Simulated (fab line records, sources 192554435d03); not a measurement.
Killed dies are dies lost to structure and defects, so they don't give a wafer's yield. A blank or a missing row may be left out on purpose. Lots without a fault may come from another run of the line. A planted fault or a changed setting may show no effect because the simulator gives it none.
fab line records | flow n5_finfet | part 1 of 2: steps 1 to 22 of 32
record lots=5 wafers=15 last_day=17
route steps=1938 shown FIN_CUT@176 STI_FIN_REVEAL@183
lots that met no fault: from a run of the same line without faults
start_h: hours from the record's first day to the start of the lot's first wafer shown | wait_h: hours since the lot's step before | " the same as in the row above | L1.1+2: a row that stands for several wafers | - no value, or no start given | * or withheld: withheld | < > ~ a bound
route shown NAME@n: a module of which the file shows steps, and the number in the route of the first | usual: mean/standard deviation of fault-free wafers | same: alike in all rows | chamber/n: place in a boat | sites: the reading at each site | _std_site: their standard deviation | _edge_site: outer sites' mean less inner sites' | radius_mm: how far each site lies from the wafer's centre | mask NAME#n: copy n | behind: the tool/chamber that last shaped the wafer | hold: why the lot was held/for how many hours/how that ended | device: the transistor (n, p or np) that didn't switch | end of line: the same wafers' tests at the end of the route | a step without rows: its recipe alone | killed: dies lost to structure and defects at the first sort, not the wafer's yield | map: a wafer's dies, x killed, . not, _ none there
set.NAME: the setting as run; set.NAME@STEP: as run at that earlier step | model.NAME: the simulator's own value behind a step, which no gauge read
lots at some steps of the route; a table a step, a row a wafer
services: from which hour (start_h, from the record's first day; less than 0 if before it) a tool's chamber was out of use, for how many hours, and why
## steps
# step N5_FIN_CUT_CUT_ETCH_15
# recipe chemistry=HBr/Cl2/O2 target=Si target_depth_a=1000 bt_time_s=10 mask_material=SOC time_s=42.4 ion_energy_ev=* bias_w=* pressure_mtorr=10 icp_w=800 HBr_flow_sccm=150 Cl2_flow_sccm=80 O2_flow_sccm=12
# usual drypump_motor_current_A=5.8/0.4 oes_product_au=1.002/0.012 throttle_valve_pct=37.20/0.22
# same bt_time_s=10
# columns lot.wafer tool chamber start_h wait_h drypump_motor_current_A oes_product_au rf_hours_counter_h throttle_valve_pct
L074.1 rie_si-02 0 27.79 0.1 5.7 1.007 43 37.21
L074.4 " 3 " " 5.8 0.989 125 37.17
L074.6 " 0 " " 5.8 1.017 - 37.24
L083.2 rie_si-01 2 82.24 0.1 6.2 0.990 142 37.38
L083.3 " 1 " " 5.9 1.009 85 37.22
L083.6 " 1 " " 5.8 1.010 - 37.23
L084.2 rie_si-01 0 90.74 0.1 5.8 0.991 93 37.15
L084.3 " 2 " " 6.2 0.992 142 37.39
L084.4 " 1 " " 5.9 1.011 85 37.23
L086.3 rie_si-06 3 99.44 0.0 6.2 1.009 60 36.74
L086.5 " 3 " " 6.1 1.009 - 36.72
L086.6 " 2 " " 5.2 1.010 - 37.27
L089.2 rie_si-06 1 119.19 0.1 5.4 1.005 0 37.24
L089.5 " 2 " " 5.2 1.004 - 37.27
L089.6 " 3 " " 6.2 1.003 - 36.73
# step N5_FIN_CUT_CUT_ETCH_28
# recipe chemistry=HBr/Cl2/O2 target=Si target_depth_a=60 mask_material=SOC time_s=2.4 ion_energy_ev=* bias_w=* pressure_mtorr=10 icp_w=800 HBr_flow_sccm=150 Cl2_flow_sccm=80 O2_flow_sccm=12
# usual drypump_motor_current_A=5.8/0.4 oes_product_au=1.002/0.012 throttle_valve_pct=37.20/0.22
# columns lot.wafer tool chamber start_h wait_h drypump_motor_current_A oes_product_au rf_hours_counter_h throttle_valve_pct
L074.1 rie_si-02 0 27.85 0.0 5.7 1.026 43 37.22
L074.4 " 3 " " 5.8 0.979 125 37.18
L074.6 " 0 " " 5.8 1.013 - 37.21
L083.2 rie_si-01 2 82.29 0.0 6.2 0.998 142 37.39
L083.3 " 1 " " 5.8 1.006 85 37.21
L083.6 " 1 " " 5.8 1.006 - 37.22
L084.2 rie_si-01 0 90.80 0.0 5.8 0.994 93 37.10
L084.3 " 2 " " 6.2 0.985 142 37.39
L084.4 " 1 " " 5.8 1.015 85 37.23
L086.3 rie_si-06 3 99.49 0.0 6.2 1.005 60 36.72
L086.5 " 3 " " 6.2 1.014 - 36.72
L086.6 " 2 " " 5.2 1.017 - 37.27
L089.2 rie_si-06 1 119.24 0.0 5.4 1.003 0 37.27
L089.5 " 2 " " 5.2 1.015 - 37.29
L089.6 " 3 " " 6.2 1.008 - 36.73
# step N5_FIN_CUT_STRIP_22
# recipe chemistry=N2/H2 power_w=500 temp_c=40 pressure_mtorr=50 rf_frequency_hz=6e+07 overash_fraction=0.3 bias_power_w=8 h2_frac=0.5 n2_flow_sccm=300 h2_flow_sccm=300
# usual drypump_motor_current_A=5.6/0.44 n2_flow_sccm=299.9/0.85 oes_product_au=0.77/0.078 power_w=500.0/1.6 rf_vpp_V=54.3/2.2 showerhead_plenum_p_Torr=3.38/0.082 throttle_valve_pct=19.0/0.4
# columns lot.wafer tool chamber start_h wait_h drypump_motor_current_A n2_flow_sccm oes_product_au power_w rf_hours_counter_h rf_vpp_V showerhead_plenum_p_Torr throttle_valve_pct
L074.1 rie_diel-02 0 27.92 0.0 5.1 299.7 0.74 498.2 151 54.2 3.47 19.3
L074.4 " 3 " " 5.6 299.5 0.69 500.1 - 53.5 3.33 19.2
L074.6 " 2 " " 6.0 298.9 0.78 497.6 - 54.0 3.39 18.7
L083.2 rie_diel-05 3 82.38 0.1 5.1 299.2 0.70 498.2 214 56.3 3.31 19.4
L083.3 " 2 " " 6.2 299.6 0.91 497.5 32 52.5 3.45 18.6
L083.6 " 2 " " 6.2 301.2 0.87 499.2 - 53.7 3.45 18.5
L084.2 rie_diel-02 0 90.87 0.1 5.1 300.3 0.70 499.2 170 58.9 3.46 19.4
L084.3 " 2 " " 6.1 299.3 0.77 499.1 130 54.1 3.38 18.7
L084.4 " 1 " " 5.6 299.7 0.90 502.1 18 54.7 3.31 18.7
L086.3 rie_diel-05 1 99.56 0.0 5.6 300.1 0.72 502.2 191 53.2 3.48 18.8
L086.5 " 1 " " 5.7 299.9 0.72 502.9 - 54.8 3.48 18.8
L086.6 " 2 " " 6.2 298.6 0.88 500.0 - 57.7 3.45 18.6
L089.2 rie_diel-06 3 119.31 0.0 5.7 299.3 0.73 497.6 166 55.1 3.48 19.0
L089.5 " 2 " " 5.7 300.2 0.75 501.8 - 52.5 3.49 19.3
L089.6 " 1 " " 6.6 299.4 0.70 498.3 - 54.5 3.35 19.3
# step N5_FIN_CUT_PRECLEAN_36
# recipe chemistry=O3/DIW time_s=60 temp_c=22 o3_ppm=10
# columns lot.wafer tool chamber start_h wait_h
L074.1+4+6 wet_bench-01 2,5,1 27.99 -
L083.2+3+6 wet_bench-01 4,5,2 82.45 -
L084.2+3+4 wet_bench-05 0,6,4 90.94 -
L086.3+5+6 wet_bench-04 7,0,1 99.63 -
L089.2+5+6 wet_bench-01 0,1,3 119.38 -
# step N5_FIN_CUT_SRD_32
# recipe dry=ipa_marangoni time_s=30 temp_c=23 rinse_liquid=diw
# columns lot.wafer tool chamber start_h wait_h
L074.1+4+6 wet_bench-01 2,5,1 28.01 0.0
L083.2+3+6 wet_bench-01 4,5,2 82.47 0.0
L084.2+3+4 wet_bench-05 0,6,4 90.95 0.0
L086.3+5+6 wet_bench-04 7,0,1 99.65 0.0
L089.2+5+6 wet_bench-01 0,1,3 119.40 0.0
# step N5_FIN_CUT_UV_OZONE_34
# recipe time_s=120 pressure_torr=760 temp_c=25
# columns lot.wafer tool chamber start_h wait_h
L074.1+4+6 wet_bench-01 2,5,1 28.03 0.0
L083.2+3+6 wet_bench-01 4,5,2 82.49 0.0
L084.2+3+4 wet_bench-05 0,6,4 90.97 0.0
L086.3+5+6 wet_bench-04 7,0,1 99.67 0.0
L089.2+5+6 wet_bench-01 0,1,3 119.41 0.0
# step N5_FIN_CUT_INSPECT_17
# recipe inspect_instrument=brightfield mode=aei
# usual raw_defect_count=262/93
# columns lot.wafer tool chamber start_h wait_h raw_defect_count
L074.1 defect_inspect-01 - 28.09 0.0 180
L074.4 " - " " 170
L074.6 " - " " 278
L083.2 defect_inspect-01 - 82.54 0.0 181
L083.3 " - " " 225
L083.6 " - " " 174
L084.2 defect_inspect-02 - 91.03 0.0 317
L084.3 " - " " 261
L084.4 " - " " 229
L086.3 defect_inspect-02 - 99.72 0.0 340
L086.5 " - " " 282
L086.6 " - " " 391
L089.2 defect_inspect-01 - 119.47 0.0 161
L089.5 " - " " 173
L089.6 " - " " 164
# step N5_STI_FIN_REVEAL_ALD_00
# recipe material=SiO2 target_thk_a=10 temp_c=300 ald_precursor_family=BDEAS ald_co_reactant=O2-plasma pulse_time_s=1 pressure_torr=2
# usual heater_power_w=481/48 precursor_pulse_height_rel=1.000/0.02
# same pulse_time_s=1
# columns lot.wafer tool chamber start_h wait_h heater_power_w precursor_pulse_height_rel
L074.1 ald_sin-01 3 28.12 0.0 480 1.025
L074.4 " 1 " " 523 1.009
L074.6 " 3 " " 489 1.001
L083.2 ald_sin-02 3 82.58 0.0 435 0.999
L083.3 " 1 " " 425 1.006
L083.6 " 1 " " 424 1.009
L084.2 ald_sin-02 0 91.50 0.5 486 0.981
L084.3 " 3 " " 422 0.993
L084.4 " 2 " " 644 1.000
L086.3 ald_sin-02 3 100.35 0.6 425 1.007
L086.5 " 2 " " 627 1.020
L086.6 " 1 " " 423 1.000
L089.2 ald_sin-03 3 120.81 1.3 460 1.028
L089.5 " 0 " " 519 1.015
L089.6 " 1 " " 420 0.991
# step N5_STI_FIN_REVEAL_ALD_14
# recipe material=Si3N4 target_thk_a=30 temp_c=400 ald_precursor_family=SiH2I2 ald_co_reactant=N2/H2-plasma pressure_torr=2
# usual heater_power_w=857/87
# columns lot.wafer tool chamber start_h wait_h heater_power_w
L074.1 ald_sin-01 3 28.17 0.0 858
L074.4 " 1 " " 896
L074.6 " 3 " " 840
L083.2 ald_sin-02 3 82.63 0.0 752
L083.3 " 1 " " 744
L083.6 " 1 " " 754
L084.2 ald_sin-02 0 91.55 0.0 873
L084.3 " 3 " " 748
L084.4 " 2 " " 1144
L086.3 ald_sin-02 3 100.40 0.0 748
L086.5 " 2 " " 1139
L086.6 " 1 " " 764
L089.2 ald_sin-03 3 120.86 0.0 821
L089.5 " 0 " " 939
L089.6 " 1 " " 740
# step N5_STI_FIN_REVEAL_FCVD_FILL_01
# recipe material=SiO2_flowable target_thk_a=3120 temp_c=100 pressure_torr=0.8 rf_w=2000 time_s=512.2
# columns lot.wafer tool chamber start_h wait_h
L074.1+4+6 fcvd-01 1,1,0 28.41 0.1
L083.2+3+6 fcvd-02 1,0,1 82.87 0.1
L084.2+3+4 fcvd-02 0,1,0 91.79 0.1
L086.3+5+6 fcvd-01 0,0,1 100.84 0.3
L089.2+5+6 fcvd-01 1,1,0 121.10 0.1
# step N5_STI_FIN_REVEAL_DENSIFY_02
# recipe temp_c=650 ambient=steam time_s=1800 idle_temp_c=400 densification_p_h2o_torr=640
# usual spike_tc_centre_C=649.9/1 tube_center_temp_C=650/0.06 zone_power_centre_pct=10.0/1.5 zone_power_lower_pct=8.7/0.4
# columns lot.wafer tool chamber start_h wait_h spike_tc_centre_C tube_center_temp_C zone_power_centre_pct zone_power_lower_pct
L074.1 furnace-02 0 29.05 0.4 649.0 650.06 8.0 9.0
L074.4 " 0 " " 648.5 649.99 8.2 9.4
L074.6 " 0 " " 648.9 650.04 8.2 9.0
L083.2 furnace-01 0 83.50 0.4 649.3 649.92 11.5 8.8
L083.3 " 0 " " 650.1 649.94 11.5 8.7
L083.6 " 0 " " 649.6 650.04 11.6 8.7
L084.2 furnace-03 0 92.42 0.4 648.8 650 10.0 8.0
L084.3 " 0 " " 650.1 649.96 10.0 8.0
L084.4 " 0 " " 650.0 649.99 10.0 7.9
L086.3 furnace-02 0 101.28 0.2 649.4 650.02 8.3 9.0
L086.5 " 0 " " 650.4 650.06 8.1 9.1
L086.6 " 0 " " 649.9 650.02 8.0 9.2
L089.2 furnace-02 0 121.73 0.4 649.3 650.05 8.1 9.0
L089.5 " 0 " " 650.4 649.96 8.2 9.1
L089.6 " 0 " " 650.1 649.96 8.2 9.1
# step N5_STI_FIN_REVEAL_CMP_04
# recipe stop_on=Si3N4 t_overpolish_s=4 down_force_psi=2 platen_rpm=54.18 post_cmp_clean=alkaline_brush pad_velocity_m_s=1.078 target_thk_nm=131.83
# usual motor_current_A=7.9/0.53 overpolish_run_s=4.000/0.0096 time_to_endpoint_s=106/5.6
# columns lot.wafer tool chamber start_h wait_h motor_current_A overpolish_run_s time_to_endpoint_s
L074.4 cmp-03 0 33.29 0.1 7.4 4.001 112
L074.1 " 1 " " 8.1 4.005 107
L074.6 " 3 " " 7.4 3.996 117
L083.3 cmp-01 1 87.67 0.0 7.6 3.982 98
L083.2 " 0 " " 7.8 4.014 101
L083.6 " 1 " " 7.4 4.008 104
L084.3 cmp-04 2 96.59 0.0 7.1 3.994 111
L084.4 " 3 " " 8.2 4.009 103
L084.2 " 1 " " 7.6 3.981 110
L086.3 cmp-04 2 105.56 0.1 6.8 3.986 108
L086.6 " 3 " " 8.1 4.000 104
L086.5 " 0 " " 8.2 4.005 108
L089.2 cmp-01 2 126.09 0.2 9.0 3.987 103
L089.6 " 0 " " 8.5 4.006 100
L089.5 " 1 " " 8.1 4.006 98
# step N5_STI_FIN_REVEAL_THK_MEAS_05
# usual thk_nm=132.0/1.1
# columns lot.wafer tool chamber start_h wait_h thk_nm
L074.1 film_metro-01 - 33.51 - 131.2
L074.4 " - " " 133.1
L074.6 " - " " 134.0
L083.2 film_metro-02 - 87.96 - 130.2
L083.3 " - " " 130.9
L083.6 " - " " 130.4
L084.2 film_metro-01 - 96.88 - 133.4
L084.3 " - " " 133.7
L084.4 " - " " 131.7
L086.3 film_metro-02 - 105.74 - 133.0
L086.5 " - " " 132.7
L086.6 " - " " 132.4
L089.2 film_metro-02 - 126.31 - 132.8
L089.5 " - " " 132.4
L089.6 " - " " 131.7
# step N5_STI_FIN_REVEAL_DENSIFY_30
# recipe temp_c=* time_s=* ambient=N2 idle_temp_c=600 ramp_up_c_per_s=150 ramp_down_c_per_s=60 cool_to_c=600
# usual lamp_power_pct=11.53/0.053 wafer_temp_C_max=*
# columns lot.wafer tool chamber start_h wait_h lamp_power_pct wafer_temp_C_max
L074.1 rtp_anneal-02 0 33.54 0.0 11.54 *
L074.4 " 0 " " 11.51 *
L074.6 " 0 " " 11.42 *
L083.2 rtp_anneal-02 0 88.12 0.2 11.47 *
L083.3 " 0 " " 11.57 *
L083.6 " 0 " " 11.50 *
L084.2 rtp_anneal-01 0 96.94 0.1 11.57 *
L084.3 " 0 " " 11.47 *
L084.4 " 0 " " 11.55 *
L086.3 rtp_anneal-02 0 106.04 0.3 11.64 *
L086.5 " 0 " " 11.56 *
L086.6 " 0 " " 11.57 *
L089.2 rtp_anneal-01 0 126.37 0.1 11.52 *
L089.5 " 0 " " 11.38 *
L089.6 " 0 " " 11.53 *
# step N5_STI_FIN_REVEAL_ETCHBACK_08
# recipe chemistry=C4F6/O2 target=SiO2 target_depth_a=305 time_s=10.167 ion_energy_ev=250 pressure_mtorr=30 source_w=345 bias_w=185 Ar_flow_sccm=300 C4F6_flow_sccm=10 O2_flow_sccm=10
# usual drypump_motor_current_A=5.5/0.36 oes_product_au=0.79/0.092 rf_vpp_V=663/14 showerhead_plenum_p_Torr=2.84/0.11 throttle_valve_pct=21.17/0.23
# columns lot.wafer tool chamber start_h wait_h drypump_motor_current_A oes_product_au rf_hours_counter_h rf_vpp_V showerhead_plenum_p_Torr throttle_valve_pct
L074.1 rie_diel-04 0 34.00 0.4 5.1 0.71 209 664 2.83 21.49
L074.4 " 3 " " 5.9 0.72 - 642 2.69 21.42
L074.6 " 2 " " 5.5 0.89 - 663 2.90 20.80
L083.2 rie_diel-03 3 88.45 0.3 5.5 0.82 63 651 2.99 20.88
L083.3 " 1 " " 5.3 0.96 10 664 3.04 20.81
L083.6 " 2 " " 5.6 0.80 - 653 2.76 21.26
L084.2 rie_diel-03 3 97.12 0.2 5.5 0.81 66 652 2.99 20.89
L084.3 " 0 " " 5.3 0.79 112 686 2.75 21.10
L084.4 " 2 " " 5.6 0.79 99 653 2.76 21.27
L086.3 rie_diel-03 0 106.20 0.1 5.3 0.78 115 688 2.75 21.12
L086.5 " 0 " " 5.4 0.78 - 688 2.75 21.11
L086.6 " 1 " " 5.3 0.93 - 664 3.04 20.82
L089.2 rie_diel-04 1 126.56 0.2 6.5 0.90 28 673 2.80 21.46
L089.5 " 3 " " 5.9 0.69 - 641 2.68 21.48
L089.6 " 0 " " 5.1 0.69 - 664 2.82 21.54
# step N5_STI_FIN_REVEAL_STRIP_24
# recipe chemistry=N2/H2 time_s=90 power_w=100 temp_c=40 pressure_mtorr=100 rf_frequency_hz=6e+07 bias_power_w=3 n2_flow_sccm=300 h2_flow_sccm=300
# usual drypump_motor_current_A=5.5/0.36 n2_flow_sccm=299.9/0.9 oes_product_au=0.79/0.093 rf_vpp_V=45.3/0.88 showerhead_plenum_p_Torr=3.36/0.12 throttle_valve_pct=12.2/0.31
# columns lot.wafer tool chamber start_h wait_h drypump_motor_current_A n2_flow_sccm oes_product_au rf_hours_counter_h rf_vpp_V showerhead_plenum_p_Torr throttle_valve_pct
L074.1 rie_diel-04 0 34.03 0.0 5.1 299.3 0.70 210 44.8 3.33 12.4
L074.4 " 3 " " 5.9 298.6 0.70 - 44.9 3.21 12.6
L074.6 " 2 " " 5.5 300.5 0.89 - 44.7 3.43 11.7
L083.2 rie_diel-03 3 88.49 0.0 5.5 300.9 0.84 63 46.2 3.56 11.9
L083.3 " 1 " " 5.4 300.7 0.94 10 46.7 3.57 11.7
L083.6 " 2 " " 5.6 301.3 0.79 - 45.4 3.28 12.2
L084.2 rie_diel-03 3 97.16 0.0 5.5 300.2 0.83 66 46.3 3.56 12.0
L084.3 " 0 " " 5.4 300.2 0.79 112 45.7 3.28 12.1
L084.4 " 2 " " 5.6 300.0 0.78 99 45.0 3.28 12.3
L086.3 rie_diel-03 0 106.23 0.0 5.3 299.4 0.78 115 45.4 3.27 12.1
L086.5 " 0 " " 5.3 301.5 0.78 - 45.7 3.27 12.1
L086.6 " 1 " " 5.4 300.0 0.92 - 47.3 3.57 11.7
L089.2 rie_diel-04 1 126.60 0.0 6.5 299.3 0.91 28 44.3 3.30 12.3
L089.5 " 3 " " 5.9 300.5 0.69 - 44.9 3.19 12.7
L089.6 " 0 " " 5.1 301.3 0.68 - 45.0 3.31 12.5
# step N5_STI_FIN_REVEAL_PRECLEAN_25
# recipe chemistry=SPM time_s=90 temp_c=120 mix=4:1
# columns lot.wafer tool chamber start_h wait_h
L074.1+4+6 wet_bench-06 3,0,7 34.15 0.1
L083.2+3+6 wet_bench-02 1,7,6 88.61 0.1
L084.2+3+4 wet_bench-02 4,1,3 97.28 0.1
L086.3+5+6 wet_bench-06 3,4,2 106.35 0.1
L089.2+5+6 wet_bench-02 3,2,0 126.72 0.1
# step N5_STI_FIN_REVEAL_PRECLEAN_26
# recipe chemistry=SC1 time_s=45 temp_c=46 mix=1:2:100
# usual diw_flow_mL_min=1457/4.2
# columns lot.wafer tool chamber start_h wait_h diw_flow_mL_min
L074.1 wet_bench-06 3 34.18 0.0 1463
L074.4 " 0 " " 1458
L074.6 " 7 " " 1458
L083.2 wet_bench-02 1 88.64 0.0 1455
L083.3 " 7 " " 1460
L083.6 " 6 " " 1454
L084.2 wet_bench-02 4 97.31 0.0 1455
L084.3 " 1 " " 1459
L084.4 " 3 " " 1451
L086.3 wet_bench-06 3 106.38 0.0 1457
L086.5 " 4 " " 1458
L086.6 " 2 " " 1450
L089.2 wet_bench-02 3 126.75 0.0 1455
L089.5 " 2 " " 1458
L089.6 " 0 " " 1447
# step N5_STI_FIN_REVEAL_PRECLEAN_29
# recipe chemistry=DHF time_s=30 temp_c=25 dilution=300:1
# columns lot.wafer tool chamber start_h wait_h
L074.1+4+6 wet_bench-06 3,0,7 34.20 0.0
L083.2+3+6 wet_bench-02 1,7,6 88.66 0.0
L084.2+3+4 wet_bench-02 4,1,3 97.32 0.0
L086.3+5+6 wet_bench-06 3,4,2 106.39 0.0
L089.2+5+6 wet_bench-02 3,2,0 126.77 0.0
# step N5_STI_FIN_REVEAL_SRD_12
# recipe time_s=30 temp_c=23 rinse_liquid=diw dry=ipa_marangoni
# columns lot.wafer tool chamber start_h wait_h
L074.1+4+6 wet_bench-06 3,0,7 34.21 0.0
L083.2+3+6 wet_bench-02 1,7,6 88.66 0.0
L084.2+3+4 wet_bench-02 4,1,3 97.33 0.0
L086.3+5+6 wet_bench-06 3,4,2 106.40 0.0
L089.2+5+6 wet_bench-02 3,2,0 126.78 0.0
# step N5_STI_FIN_REVEAL_RECESS_09
# recipe chemistry=HF/NH3 target=SiO2 afs_cycles=11 target_depth_a=425 temp_c=30 sublimation_temp_c=180 sublimation_time_s=60
# usual drypump_motor_current_A=5.81/0.29
# columns lot.wafer tool chamber start_h wait_h drypump_motor_current_A
L074.1 vapor_etch-02 0 34.25 0.0 5.42
L074.4 " 0 " " 5.42
L074.6 " 0 " " 5.41
L083.2 vapor_etch-01 1 88.71 0.0 5.71
L083.3 " 1 " " 5.72
L083.6 " 0 " " 6.24
L084.2 vapor_etch-01 1 97.38 0.0 5.71
L084.3 " 1 " " 5.74
L084.4 " 0 " " 6.25
L086.3 vapor_etch-01 0 106.98 0.6 6.21
L086.5 " 1 " " 5.72
L086.6 " 0 " " 6.20
L089.2 vapor_etch-02 1 126.82 0.0 5.85
L089.5 " 0 127.88 1.1 5.41
L089.6 " 1 " " 5.86
# step N5_STI_FIN_REVEAL_STRIP_16
# recipe chemistry=H3PO4 material=SiNx temp_c=165 target_depth_a=238 overetch_fraction=0.4964 dry=ipa_marangoni
# columns lot.wafer tool chamber start_h wait_h
L074.1+4+6 wet_bench-03 2,0,7 35.87 1.1
L083.2+3+6 wet_bench-06 1,6,3 90.33 1.1
L084.2+3+4 wet_bench-02 7,3,2 99.00 1.1
L086.3+5+6 wet_bench-03 0,2,6 108.06 0.6
L089.2+5+6 wet_bench-03 1,7,0 128.44 1.1
